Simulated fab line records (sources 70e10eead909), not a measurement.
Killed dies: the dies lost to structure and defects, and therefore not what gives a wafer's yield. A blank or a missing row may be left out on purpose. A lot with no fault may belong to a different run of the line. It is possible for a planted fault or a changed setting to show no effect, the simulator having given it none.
What tool caused it? ; flow nand harc ; 39 wafers from 13 lots sampled at 5 of the route's 1159 steps

== WHAT THE GAUGES READ, wafer by wafer ==
NHARC_A_BONDPAD_OVL_MEAS_35. Usual: overlay x nm 3 nm, standard deviation 6.3; overlay y nm 1 nm, standard deviation 7.1.
lot;measured;on;overlay x nm (nm);overlay y nm (nm);flag
L279;day 17 16:52;overlay-02;5 5 5;1 1 1;
L282;day 18 01:28;overlay-01;-4 -5 -4;11 11 10;
L281;day 18 04:31;overlay-02;-2 -2 -2;-8 -7 -8;
L280;day 18 11:15;overlay-02;10 11 10;-8 -7 -7;
L283;day 18 18:25;overlay-02;6 7 6;-4 -3 -4;
L286;day 19 20:20;overlay-01;1 1 1;6 6 6;
L296;day 22 01:23;overlay-02;6 5 5;-14 -14 -14;
L293;day 22 11:26;overlay-01;2 2 2;-7 -7 -7;
L298;day 22 12:11;overlay-01;15 14 15;8 8 8;
L300;day 23 02:21;overlay-01;9 9 9;0 0 1;
L299;day 23 01:37;overlay-02;9 9 10;1 0 1;
L301;day 23 14:16;overlay-01;-5 -5 -5;3 2 3;
L302;day 24 01:07;overlay-01;1 0 0;0 0 0;

NHARC_END_SORT_01. Usual: killed at array 27, standard deviation 11; killed at other 0.8, standard deviation 1.1; killed at periphery 2.8, standard deviation 1.9; killed dies 30, standard deviation 11; killed open 3.3, standard deviation 1.8; killed short 2.3, standard deviation 1.5.
lot;measured;on;killed at array;killed at other;killed at periphery;killed dies;killed open;killed short;flag
L283;day 20 04:55;prober-02;148 116 113;0 0 0;4 3 4;152 119 117;4 2 1;5 5 2;OFF
L286;day 21 02:32;prober-01;101 112 109;0 0 2;2 1 2;103 113 113;4 4 3;1 3 2;OFF

== TOOL THAT RAN EACH LOT (tool first, then ch and the chambers of the sampled wafers, then the start) ==
lot;NHARC_A_ONON_D1_DEP_19;NHARC_A_BONDPAD_STRIP_15;NHARC_THIN_TSV_CMP_01
L279;pecvd onon-03 ch 0, day 7 22:39;rie diel-10 ch 1,2, day 17 17:24;cmp-04 ch 0,2,3, day 18 09:45
L282;pecvd onon-02 ch 0, day 8 14:36;rie diel-01 ch 0,2,3, day 18 02:01;cmp-03 ch 0,3, day 18 15:36
L281;pecvd onon-04 ch 0, day 8 14:36;rie diel-10 ch 1,2,3, day 18 05:05;cmp-03 ch 1,2,3, day 18 16:47
L280;pecvd onon-03 ch 0, day 8 14:55;rie diel-01 ch 2,3, day 18 11:46;cmp-02 ch 2,3, day 19 01:48
L283;pecvd onon-02 ch 0, day 9 02:53;rie diel-10 ch 0,2,3, day 18 18:59;cmp-04 ch 1,3, day 19 09:37
L286;pecvd onon-02 ch 0, day 10 04:25;rie diel-10 ch 0,2, day 19 20:52;cmp-03 ch 0,1,2, day 20 09:38
L296;pecvd onon-03 ch 0, day 12 04:08;rie diel-10 ch 0,2,3, day 22 01:55;cmp-02 ch 0,1,3, day 22 15:11
L293;pecvd onon-03 ch 0, day 12 04:22;rie diel-01 ch 0,2,3, day 22 12:02;cmp-02 ch 0,1,2, day 23 05:37
L298;pecvd onon-03 ch 0, day 12 16:11;rie diel-10 ch 0,2,3, day 22 12:43;cmp-02 ch 0,2,3, day 23 04:23
L300;pecvd onon-03 ch 0, day 13 02:02;rie diel-01 ch 1,2,3, day 23 03:34;cmp-04 ch 0,1,3, day 23 16:46
L299;pecvd onon-04 ch 0, day 13 02:05;rie diel-10 ch 1,2, day 23 02:11;cmp-04 ch 0,1,2, day 23 15:33
L301;pecvd onon-03 ch 0, day 13 08:55;rie diel-10 ch 0,2,3, day 23 14:47;cmp-03 ch 2,3, day 24 04:08
L302;pecvd onon-04 ch 0, day 13 08:55;rie diel-10 ch 1,3, day 24 01:37;cmp-03 ch 0,1, day 24 14:59
- NHARC_A_ONON_D1_DEP_19: target thk 1000 nm.
- NHARC_A_BONDPAD_STRIP_15: strips in O2.
- NHARC_THIN_TSV_CMP_01: polishes.

== AS READ BY THE TOOLS THEMSELVES (means over the sampled wafers that have a number; for cases with no such wafer, the mark the record gives instead) ==
NHARC_A_ONON_D1_DEP_19. Usual: susceptor temp C at 399.99 C, with a standard deviation of 0.25.
lot;tool;susceptor temp C (C);flag
L279;pecvd onon-03;399.87;
L282;pecvd onon-02;399.93;
L281;pecvd onon-04;399.81;
L280;pecvd onon-03;399.96;
L283;pecvd onon-02;399.64;
L286;pecvd onon-02;399.80;
L296;pecvd onon-03;399.78;
L293;pecvd onon-03;400.16;
L298;pecvd onon-03;400.17;
L300;pecvd onon-03;400.36;
L299;pecvd onon-04;400.45;
L301;pecvd onon-03;400.24;
L302;pecvd onon-04;399.84;

NHARC_A_BONDPAD_STRIP_15. Usual: drypump motor current A 5.5 A, standard deviation 0.46; oes product au 1.001 a.u., standard deviation 0.0088; rf vpp V 57.9 V, standard deviation 0.93; showerhead plenum p Torr 3.55 Torr, standard deviation 0.15; throttle valve pct 17.037 %, standard deviation 0.009.
lot;tool;drypump motor current A (A);oes product au (a.u.);rf vpp V (V);showerhead plenum p Torr (Torr);throttle valve pct (%);flag
L279;rie diel-10;5.2;1.003;58.1;3.67;17.033;
L282;rie diel-01;5.5;1.001;57.7;3.53;17.046;
L281;rie diel-10;5.3;0.997;57.3;3.59;17.025;
L280;rie diel-01;5.6;0.994;57.3;3.44;17.034;
L283;rie diel-10;5.3;1.010;58.3;3.58;17.046;
L286;rie diel-10;5.3;0.996;58.6;3.54;17.047;
L296;rie diel-10;5.4;1.001;57.5;3.58;17.046;
L293;rie diel-01;5.5;0.993;58.3;3.52;17.041;
L298;rie diel-10;5.4;1.006;58.0;3.58;17.034;
L300;rie diel-01;5.6;0.996;57.7;3.53;17.041;
L299;rie diel-10;5.1;1.014;58.5;3.55;17.031;
L301;rie diel-10;5.4;0.992;57.7;3.58;17.037;
L302;rie diel-10;5.2;1.001;58.2;3.48;17.029;

NHARC_THIN_TSV_CMP_01. Usual: motor current A at 12.1 A, with a standard deviation of 1.1.
lot;tool;motor current A (A);flag
L279;cmp-04;11.7;
L282;cmp-03;13.0;
L281;cmp-03;12.0;
L280;cmp-02;12.3;
L283;cmp-04;11.9;
L286;cmp-03;12.3;
L296;cmp-02;12.0;
L293;cmp-02;12.7;
L298;cmp-02;11.7;
L300;cmp-04;11.6;
L299;cmp-04;11.7;
L301;cmp-03;11.1;
L302;cmp-03;13.4;

== THE ANSWER, worked out from the rows above alone ==
Rule: a lot counts as off when the mean over its wafers that have a number is more than 3 standard deviations away from the usual mean. A lot without any number at a reading at which 4 lots or more have one is off too. All remaining lots with rows at the step are treated as sound. After the gauges, taken in route order, come the tools' own readings; for these a lot's mean is taken, as printed above. The first step at which some lot is off is used, and at that step the reading that is off furthest; a lot without a number counts as furthest.
Off: L283, L286, at NHARC_END_SORT_01 (killed dies). Neither off nor sound, because the step has no rows for them: L279, L282, L281, L280, L296, L293, L298, L300, L299, L301, L302.
If a tool, at a process step before that reading, ran all the lots that are off and no sound lot after the first of them, it fits. The gauges at NHARC_END_SORT_01 are tried like those tools. This does not decide it: 2 tools fit, namely pecvd onon-02 at NHARC_A_ONON_D1_DEP_19 and rie diel-10 at NHARC_A_BONDPAD_STRIP_15.

== WHAT WAS PUT IN BY THE SIMULATOR ==
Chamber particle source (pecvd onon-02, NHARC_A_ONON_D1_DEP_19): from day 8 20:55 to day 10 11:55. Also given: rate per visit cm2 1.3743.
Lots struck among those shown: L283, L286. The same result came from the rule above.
